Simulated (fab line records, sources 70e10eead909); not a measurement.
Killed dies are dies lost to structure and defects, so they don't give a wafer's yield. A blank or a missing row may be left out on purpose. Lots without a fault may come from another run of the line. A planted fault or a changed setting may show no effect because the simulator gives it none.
A struck lot beside a sound one | flow nand_harc | 14 steps out of a route of 1302
Sound: wafers L916.2, L916.4, L916.6. Struck: wafers L924.2, L924.5. (L924.1 of the same lot was not struck and is left out.) The cause comes at the end.
At each step with rows: each side's tool, then ch and its chambers, then its first start. Under that, the readings that differ: sound wafers | struck wafers | difference of the means | sigmas: that difference in standard deviations of wafers without a fault.
alike: readings whose means differ by less than 2 such deviations, and words and numbers that are the same on both sides. not compared: withheld readings, readings that some wafer has no value for, bounds like >300 that may hide the same value, and numbers for which the record gives no deviation and whose values overlap.
The two part at a step that has a row with sigmas, a row that says differs or no value, or rows on one side only. Numbers that don't overlap but have no deviation are shown without sigmas and don't part them. A reading that every wafer of one side lacks parts them only if that side has two wafers or more.

first, 6 steps without rows for these wafers: NHARC_A_STAIRCASE_EXPOSE_214 (exposes mask STAIR 3); NHARC_A_STAIRCASE_PEB_215 (peb time 130 s); NHARC_A_STAIRCASE_DEVELOP_216 (time 140 s); NHARC_A_STAIRCASE_HARDBAKE_218 (time 140 s); NHARC_A_STAIRCASE_DESCUM_219 (chemistry O2, time 3 s); NHARC_A_STAIRCASE_TRIM_220 (chemistry O2, time 211.2 s).
NHARC_A_STAIRCASE_ETCH_221: etches the open film in C4F8/O2, target depth 100 nm, time 40.5 s.
  sound on rie_diel-12 ch 2,3; struck on rie_diel-12 ch 2,3
  alike: oes_product_au, rf_vpp_V
  not compared: rf_hours_counter_h
NHARC_A_STAIRCASE_TRIM_222: chemistry O2, time 211.2 s.
  sound on rie_diel-12 ch 1,2; struck on rie_diel-12 ch 0,3
  reading          | sound                | struck        | difference | sigmas
  run_length_s (s) | 232.46 232.88 233.09 | 232.51 231.83 | -0.64      | -2
  alike: drypump_motor_current_A, oes_product_au, rf_vpp_V, showerhead_plenum_p_Torr, throttle_valve_pct
  not compared: rf_hours_counter_h
NHARC_A_STAIRCASE_ETCH_223: etches the open film in C4F8/O2, target depth 100 nm, time 40.5 s.
  sound on rie_diel-12 ch 0,1,2; struck on rie_diel-12 ch 0,3
  alike: oes_product_au, rf_vpp_V
  not compared: rf_hours_counter_h
NHARC_A_STAIRCASE_TRIM_224: chemistry O2, time 211.2 s.
  sound on rie_diel-12 ch 0,2,3; struck on rie_diel-12 ch 1,2
  alike: drypump_motor_current_A, oes_product_au, rf_vpp_V, run_length_s, showerhead_plenum_p_Torr, throttle_valve_pct
  not compared: rf_hours_counter_h
NHARC_A_STAIRCASE_ETCH_225: etches the open film in C4F8/O2, target depth 100 nm, time 40.5 s.
  sound on rie_diel-12 ch 2,3; struck on rie_diel-12 ch 0,2
  alike: oes_product_au, rf_vpp_V
  not compared: rf_hours_counter_h
NHARC_A_STAIRCASE_TRIM_226: chemistry O2, time 211.2 s.
  sound on rie_diel-12 ch 1,3, day 17 06:28; struck on rie_diel-12 ch 0,1, day 20 17:50
  reading                | sound                | struck        | difference | sigmas
  run_length_s (s)       | 232.66 232.96 232.72 | 171.70 171.55 | -61.16     | -99 or more
  throttle_valve_pct (%) | 17.055 17.038 17.033 | 16.994 17.045 | -0.023     | -3
  alike: drypump_motor_current_A, oes_product_au, rf_vpp_V, showerhead_plenum_p_Torr
  not compared: rf_hours_counter_h
then, 1 step without rows for these wafers: NHARC_A_STAIRCASE_ETCH_227 (etches the open film in C4F8/O2, target depth 100 nm, time 40.5 s).
-- the record jumps here: 9 days lie between the struck wafers' starts before and after (it left off in module A_STAIRCASE and takes up again in module END, whose first step shown is number 1302 of the route) --
NHARC_END_SORT_01:
  the record has rows for the struck wafers here (prober-01 ch 0, day 29 12:25) and none for the sound ones

WHERE THEY PART
First at NHARC_A_STAIRCASE_TRIM_222; last, within this record, at NHARC_END_SORT_01.

WHY: what the simulator had put in
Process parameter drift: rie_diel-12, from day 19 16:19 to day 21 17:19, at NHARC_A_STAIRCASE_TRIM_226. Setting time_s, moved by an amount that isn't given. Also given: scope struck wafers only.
